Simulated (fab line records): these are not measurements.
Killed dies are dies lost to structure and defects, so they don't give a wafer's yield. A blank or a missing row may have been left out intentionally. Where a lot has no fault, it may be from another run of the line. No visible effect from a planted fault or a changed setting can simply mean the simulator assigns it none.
fab line records -- flow n5_finfet -- part 2 of 2: steps 29 to 40 of 40
record: lots: 5, wafers: 15, last_day: 20
route steps=1938 shown WELL_APT@21 PMOS_HMC_CHANNEL_EPI@57
lots that met no fault: taken from a fault-free run of the same line
start_h: hours from the record's opening day to when the first of the lot's shown wafers began -- wait_h: hours from the lot's prior step to this one -- " identical to the entry in the row above -- L1.1+2: a single row standing in for several wafers -- - no value present, or no start provided -- * or withheld: withheld -- < > ~ a bound
route shown NAME@n: NAME is a module with steps in the file, n the number in the route of the first one -- usual: mean/standard deviation of fault-free wafers -- same: alike in all rows -- chamber/n: place in a boat -- sites: per-site readings -- _std_site: their standard deviation -- _edge_site: outer sites' mean less inner sites' -- radius_mm: how far each site lies from the wafer's centre -- mask NAME#n: copy n -- behind: the tool/chamber that last shaped the wafer -- hold: cause of the lot's hold/its duration in hours/its outcome -- device: names the non-switching transistor (n, p or np) -- end of line: tests run on the same wafers once the route is complete -- where a step has no rows: the recipe by itself -- killed: count of dies lost to structure and defects at first sort (not the wafer's yield) -- map: shows each die of a wafer: x if killed, . if not, _ if none is there
set.NAME: the setting as run; set.NAME@STEP: as run at that earlier step -- model.NAME: the simulator's own value behind a step, which no gauge read
a table for each step, a row for each wafer; lots at some steps of the route
services: from which hour (start_h, from the record's first day; less than 0 if before it) a tool's chamber was out of use, for how many hours, and why
== steps ==
step: N5_WELL_APT_STRIP_33
recipe: chemistry: SPM, time_s: 900, temp_c: 130, h2so4_h2o2_vol_ratio: 4, dry: ipa_marangoni
lot.wafer,tool,chamber,start_h,wait_h
L074.2+3+5,wet_bench-02,"7,6,0",15.28,0.1
L075.1+5+6,wet_bench-02,"4,6,7",21.54,0.2
L077.1+4+6,wet_bench-03,"0,1,7",33.82,0.2
L079.1+2+3,wet_bench-01,"5,3,2",45.84,0.2
L088.1+3+4,wet_bench-02,"4,6,5",99.51,0.2
step: N5_WELL_APT_RTA_34
recipe: temp_c: 1000, time_s: 10, ambient: N2, idle_temp_c: 600, ramp_up_c_per_s: 150, ramp_down_c_per_s: 60, cool_to_c: 600
usual: lamp_power_pct: 13.00/0.052, wafer_temp_C_max: 1003.6/1.2
lot.wafer,tool,chamber,start_h,wait_h,lamp_power_pct,wafer_temp_C_max
L074.2,rtp_anneal-01,0,15.58,0.0,13.03,1004.9
L074.3,rtp_anneal-01,0,15.58,0.0,13.00,1002.2
L074.5,rtp_anneal-01,0,15.58,0.0,13.05,1004.1
L075.1,rtp_anneal-02,0,21.82,0.0,12.92,1003.4
L075.5,rtp_anneal-02,0,21.82,0.0,13.04,1004.6
L075.6,rtp_anneal-02,0,21.82,0.0,13.03,1005.1
L077.1,rtp_anneal-01,0,34.09,0.0,12.98,1003.6
L077.4,rtp_anneal-01,0,34.09,0.0,13.03,1006.9
L077.6,rtp_anneal-01,0,34.09,0.0,13.06,1002.6
L079.1,rtp_anneal-01,0,46.14,0.0,13.05,1003.7
L079.2,rtp_anneal-01,0,46.14,0.0,13.00,1004.2
L079.3,rtp_anneal-01,0,46.14,0.0,13.02,1004.3
L088.1,rtp_anneal-02,0,99.78,0.0,13.03,1003.0
L088.3,rtp_anneal-02,0,99.78,0.0,12.98,1004.6
L088.4,rtp_anneal-02,0,99.78,0.0,13.07,1001.5
step: N5_WELL_APT_OXIDE_STRIP_42
recipe: chemistry: dHF, dilution: 25:1, time_s: 45, temp_c: 25, target: SiO2, target_depth_a: 120
lot.wafer,tool,chamber,start_h,wait_h
L074.2+3+5,wet_bench-02,"5,6,2",15.72,0.1
L075.1+5+6,wet_bench-02,"2,6,0",21.96,0.1
L077.1+4+6,wet_bench-01,"4,3,0",34.24,0.1
L079.1+2+3,wet_bench-01,"5,7,0",46.28,0.1
L088.1+3+4,wet_bench-01,"2,7,3",99.93,0.1
step: N5_WELL_APT_PRECLEAN_36
recipe: chemistry: O3/DIW, time_s: 45, temp_c: 22, o3_ppm: 10
lot.wafer,tool,chamber,start_h,wait_h
L074.2+3+5,wet_bench-02,"5,6,2",15.73,0.0
L075.1+5+6,wet_bench-02,"2,6,0",21.98,0.0
L077.1+4+6,wet_bench-01,"4,3,0",34.25,0.0
L079.1+2+3,wet_bench-01,"5,7,0",46.30,0.0
L088.1+3+4,wet_bench-01,"2,7,3",99.94,0.0
step: N5_WELL_APT_PRECLEAN_39
recipe: chemistry: dHF, time_s: 60, dilution: 150:1, temp_c: 25
lot.wafer,tool,chamber,start_h,wait_h
L074.2+3+5,wet_bench-02,"5,6,2",15.74,0.0
L075.1+5+6,wet_bench-02,"2,6,0",21.99,0.0
L077.1+4+6,wet_bench-01,"4,3,0",34.27,0.0
L079.1+2+3,wet_bench-01,"5,7,0",46.31,0.0
L088.1+3+4,wet_bench-01,"2,7,3",99.95,0.0
step: N5_WELL_APT_SRD_37
recipe: dry: ipa_marangoni, do_ppb: 5, time_s: 30, temp_c: 23, rinse_liquid: diw
lot.wafer,tool,chamber,start_h,wait_h
L074.2+3+5,wet_bench-02,"5,6,2",15.76,0.0
L075.1+5+6,wet_bench-02,"2,6,0",22.01,0.0
L077.1+4+6,wet_bench-01,"4,3,0",34.28,0.0
L079.1+2+3,wet_bench-01,"5,7,0",46.33,0.0
L088.1+3+4,wet_bench-01,"2,7,3",99.97,0.0
step: N5_WELL_APT_EPI_41
recipe: material: Si, target_thk_a: 500, temp_c: 650, precursor: SiH4/H2, pressure_torr: 20, time_s: 297.7
usual: throttle_valve_pct: 11.5/0.34
lot.wafer,tool,chamber,start_h,wait_h,throttle_valve_pct
L074.2,epi_rpcvd-01,0,15.91,0.1,11.6
L074.3,epi_rpcvd-01,0,15.91,0.1,11.5
L074.5,epi_rpcvd-01,0,15.91,0.1,11.6
L075.1,epi_rpcvd-04,0,22.06,0.0,11.5
L075.5,epi_rpcvd-04,0,22.06,0.0,11.2
L075.6,epi_rpcvd-04,0,22.06,0.0,10.8
L077.1,epi_rpcvd-03,0,34.33,0.0,11.9
L077.4,epi_rpcvd-03,0,34.33,0.0,12.0
L077.6,epi_rpcvd-03,0,34.33,0.0,11.8
L079.1,epi_rpcvd-01,0,46.38,0.0,11.5
L079.2,epi_rpcvd-01,0,46.38,0.0,11.2
L079.3,epi_rpcvd-01,0,46.38,0.0,11.3
L088.1,epi_rpcvd-01,0,100.02,0.0,11.7
L088.3,epi_rpcvd-01,0,100.02,0.0,11.4
L088.4,epi_rpcvd-01,0,100.02,0.0,11.7
step: N5_WELL_APT_INSPECT_38
recipe: inspect_instrument: darkfield, mode: post_epi
usual: raw_defect_count: 13/5.1
lot.wafer,tool,chamber,start_h,wait_h,raw_defect_count
L074.2,defect_inspect-01,-,16.45,0.4,15
L074.3,defect_inspect-01,-,16.45,0.4,17
L074.5,defect_inspect-01,-,16.45,0.4,18
L075.1,defect_inspect-01,-,22.69,0.5,11
L075.5,defect_inspect-01,-,22.69,0.5,16
L075.6,defect_inspect-01,-,22.69,0.5,15
L077.1,defect_inspect-02,-,35.17,0.7,17
L077.4,defect_inspect-02,-,35.17,0.7,14
L077.6,defect_inspect-02,-,35.17,0.7,16
L079.1,defect_inspect-02,-,47.02,0.5,9
L079.2,defect_inspect-02,-,47.02,0.5,14
L079.3,defect_inspect-02,-,47.02,0.5,17
L088.1,defect_inspect-01,-,100.66,0.5,11
L088.3,defect_inspect-01,-,100.66,0.5,5
L088.4,defect_inspect-01,-,100.66,0.5,12
step: N5_PMOS_HMC_CHANNEL_EPI_HM_DEP_34
recipe: material: SiO2, target_thk_a: 360, temp_c: 400, precursor: TEOS/O2, pressure_torr: 6.5, rf_w: 900, teos_flow_sccm: 161.4, gas: O2, flow_sccm: 2650, time_s: 6.9
usual: heater_power_w: 574/63, rf_fwd_power_W: 883/4.5, showerhead_plenum_p_Torr: 8.343/0.029, throttle_valve_pct: 18.8/1.3
lot.wafer,tool,chamber,start_h,wait_h,heater_power_w,rf_fwd_power_W,showerhead_plenum_p_Torr,throttle_valve_pct
L074.2,pecvd-01,0,16.48,0.0,454,881,8.319,19.6
L074.3,pecvd-01,1,16.48,0.0,529,885,8.374,17.3
L074.5,pecvd-01,1,16.48,0.0,539,887,8.360,17.2
L075.1,pecvd-01,0,22.73,0.0,474,880,8.299,19.6
L075.5,pecvd-01,1,22.73,0.0,623,884,8.364,17.2
L075.6,pecvd-01,0,22.73,0.0,473,885,8.317,19.7
L077.1,pecvd-04,2,35.20,0.0,699,890,8.350,18.1
L077.4,pecvd-04,1,35.20,0.0,601,880,8.367,21.3
L077.6,pecvd-04,0,35.20,0.0,624,879,8.320,19.6
L079.1,pecvd-04,0,47.06,0.0,634,882,8.348,19.6
L079.2,pecvd-04,1,47.06,0.0,556,887,8.363,21.6
L079.3,pecvd-04,2,47.06,0.0,721,893,8.326,18.0
L088.1,pecvd-03,0,100.69,0.0,539,880,8.410,19.5
L088.3,pecvd-03,1,100.69,0.0,557,889,8.298,19.2
L088.4,pecvd-03,2,100.69,0.0,532,875,8.317,17.3
step: N5_PMOS_HMC_CHANNEL_EPI_COAT_31
recipe: resist: BARC, temp_c: 205, time_s: 60, spin_rpm: 1500, resist_thk_nm: 66
usual: plate_temp_C: 205.00/0.15
lot.wafer,tool,chamber,start_h,wait_h,plate_temp_C
L074.2,litho_track-05,0,16.54,0.0,204.99
L074.3,litho_track-05,0,16.54,0.0,205.24
L074.5,litho_track-05,0,16.54,0.0,205.19
L075.1,litho_track-02,0,22.78,0.0,204.77
L075.5,litho_track-02,0,22.78,0.0,205.20
L075.6,litho_track-02,0,22.78,0.0,204.91
L077.1,litho_track-05,0,35.26,0.0,204.84
L077.4,litho_track-05,0,35.26,0.0,204.93
L077.6,litho_track-05,0,35.26,0.0,205.11
L079.1,litho_track-02,0,47.11,0.0,205.31
L079.2,litho_track-02,0,47.11,0.0,205.30
L079.3,litho_track-02,0,47.11,0.0,205.34
L088.1,litho_track-02,0,100.75,0.0,204.77
L088.3,litho_track-02,0,100.75,0.0,205.13
L088.4,litho_track-02,0,100.75,0.0,204.94
step: N5_PMOS_HMC_CHANNEL_EPI_COAT_03
recipe: resist: CAR-ArF-block, spin_rpm: 1500, resist_thk_nm: 205
lot.wafer,tool,chamber,start_h,wait_h
L074.2+3+5,litho_track-05,0,-,-
L075.1+5+6,litho_track-02,0,-,-
L077.1+4+6,litho_track-05,0,-,-
L079.1+2+3,litho_track-02,0,-,-
L088.1+3+4,litho_track-02,0,-,-
step: N5_PMOS_HMC_CHANNEL_EPI_EBR_05
recipe: solvent: PGMEA, ebr_width_mm: 1.5
same: ebr_width_mm: 1.5
lot.wafer,tool,chamber,start_h,wait_h
L074.2+3+5,litho_track-05,0,-,-
L075.1+5+6,litho_track-02,0,-,-
L077.1+4+6,litho_track-05,0,-,-
L079.1+2+3,litho_track-02,0,-,-
L088.1+3+4,litho_track-02,0,-,-
== services ==
tool,chamber,start_h,hours,kind
rtp_anneal-02,-,-9.46,1.9,pm
krf_scanner-01,-,-1.72,1.0,pm
implanter-02,-,5.68,7.5,pm
krf_scanner-02,-,13.38,0.4,repair
rie_diel-04,2,17.77,6.1,repair
krf_scanner-02,-,21.83,0.8,repair
krf_scanner-01,-,32.54,1.3,pm
rie_diel-01,-,34.96,2.1,repair
krf_scanner-01,-,44.33,2.6,repair
rie_diel-04,-,50.82,2.8,pm
implanter-01,-,51.19,0.6,repair
implanter-01,-,51.97,1.6,repair
implanter-01,-,53.57,4.5,pm
rie_diel-01,0,54.23,13.5,repair
rie_diel-03,0,56.45,17.9,repair
implanter-01,-,59.62,9.3,repair
pecvd-04,-,61.37,0.5,repair
krf_scanner-02,-,64.90,1.3,pm
rie_diel-03,3,73.73,36.7,repair
krf_scanner-02,-,77.76,7.2,pm
krf_scanner-02,-,84.96,1.0,pm
krf_scanner-02,-,91.25,0.6,repair
rie_diel-04,3,94.76,1.6,repair
krf_scanner-02,-,100.55,0.8,pm
